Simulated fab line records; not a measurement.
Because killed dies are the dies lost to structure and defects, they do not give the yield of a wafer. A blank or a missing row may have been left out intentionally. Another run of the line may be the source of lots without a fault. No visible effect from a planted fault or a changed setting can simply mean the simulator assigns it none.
What tool caused it? ; flow n5-finfet ; 12 lots, 36 wafers sampled, at 3 steps of a route of 1938

== WHAT THE GAUGES SHOWED, per wafer ==
N5_BEOL_M0_OCD_MEAS_108.
lot;measured;on;trench-depth-nm (nm)
L075;day 6 02:08;ocd-01;33.0 32.9 32.8
L077;day 6 14:50;ocd-01;32.8 32.8 32.2
L079;day 7 03:02;ocd-01;32.5 32.8 33.1
L081;day 7 16:31;ocd-02;33.2 33.4 33.2
L083;day 8 02:25;ocd-02;31.5 32.9 32.1
L085;day 8 14:10;ocd-01;32.2 32.4 32.9
L087;day 9 02:43;ocd-02;33.2 33.7 33.6
L089;day 9 13:55;ocd-01;34.0 33.0 34.2
L091;day 10 01:13;ocd-01;31.6 32.1 33.4
L094;day 11 07:15;ocd-02;33.4 34.1 33.0
L095;day 11 09:37;ocd-01;31.8 32.7 33.0
L097;day 11 19:58;ocd-01;32.7 33.7 32.7

== EACH LOT AND THE TOOL THAT RAN IT (in order: tool; ch and the chambers of the sampled wafers; start) ==
lot;N5_BEOL_M0_SAQP_RECESS_109;N5_BEOL_M0_STRIP_142
L075;vapor-etch-02 ch 0,1, day 5 20:59;rie-diel-05 ch 0,2, day 6 02:03
L077;vapor-etch-01 ch 0, day 6 08:56;rie-diel-05 ch 0,1, day 6 14:46
L079;vapor-etch-01 ch 0, day 6 21:25;rie-diel-05 ch 0,1,2, day 7 02:57
L081;vapor-etch-01 ch 0, day 7 09:53;rie-diel-06 ch 0,2,3, day 7 16:26
L083;vapor-etch-01 ch 0, day 7 21:07;rie-diel-06 ch 1,2,3, day 8 02:20
L085;vapor-etch-02 ch 0,1, day 8 09:09;rie-diel-06 ch 0,1,3, day 8 14:05
L087;vapor-etch-02 ch 0,1, day 8 20:52;rie-diel-05 ch 1,2,3, day 9 02:38
L089;vapor-etch-02 ch 0,1, day 9 09:14;rie-diel-05 ch 1,2,3, day 9 13:51
L091;vapor-etch-02 ch 0,1, day 9 18:50;rie-diel-06 ch 1,2,3, day 10 01:08
L094;vapor-etch-01 ch 0, day 10 23:53;rie-diel-05 ch 0,1, day 11 07:10
L095;vapor-etch-02 ch 0,1, day 11 00:02;rie-diel-06 ch 1,2,3, day 11 09:32
L097;vapor-etch-02 ch 0,1, day 11 13:23;rie-diel-06 ch 2,3, day 11 19:53
- N5_BEOL_M0_SAQP_RECESS_109: chemistry HF/NH3, target SiO2, target depth 3 nm, afs cycles 1, sublimation time 60 s.
- N5_BEOL_M0_STRIP_142: strips in N2/H2, time 10 s.

== THE ANSWER, worked out from the rows above alone ==
Rule: what is usual is taken from the lots themselves. The widest of any qualifying gaps counts: lots, ordered by their means at a reading, are off when they make up no more than a third of the lots, leave a main group of 4 or more, and stand apart from it by 3 or more times the standard deviation of that group's means. If all means in a main group match to the digits the tables above print for the reading, that group is not used. Also off: a lot with no number at a reading for which 4 or more lots have one. Where the step has rows for the other lots, those lots are counted as sound.
Nothing can be told from this: no lot is off at any reading shown.

== WHAT HAD BEEN PUT IN BY THE SIMULATOR ==
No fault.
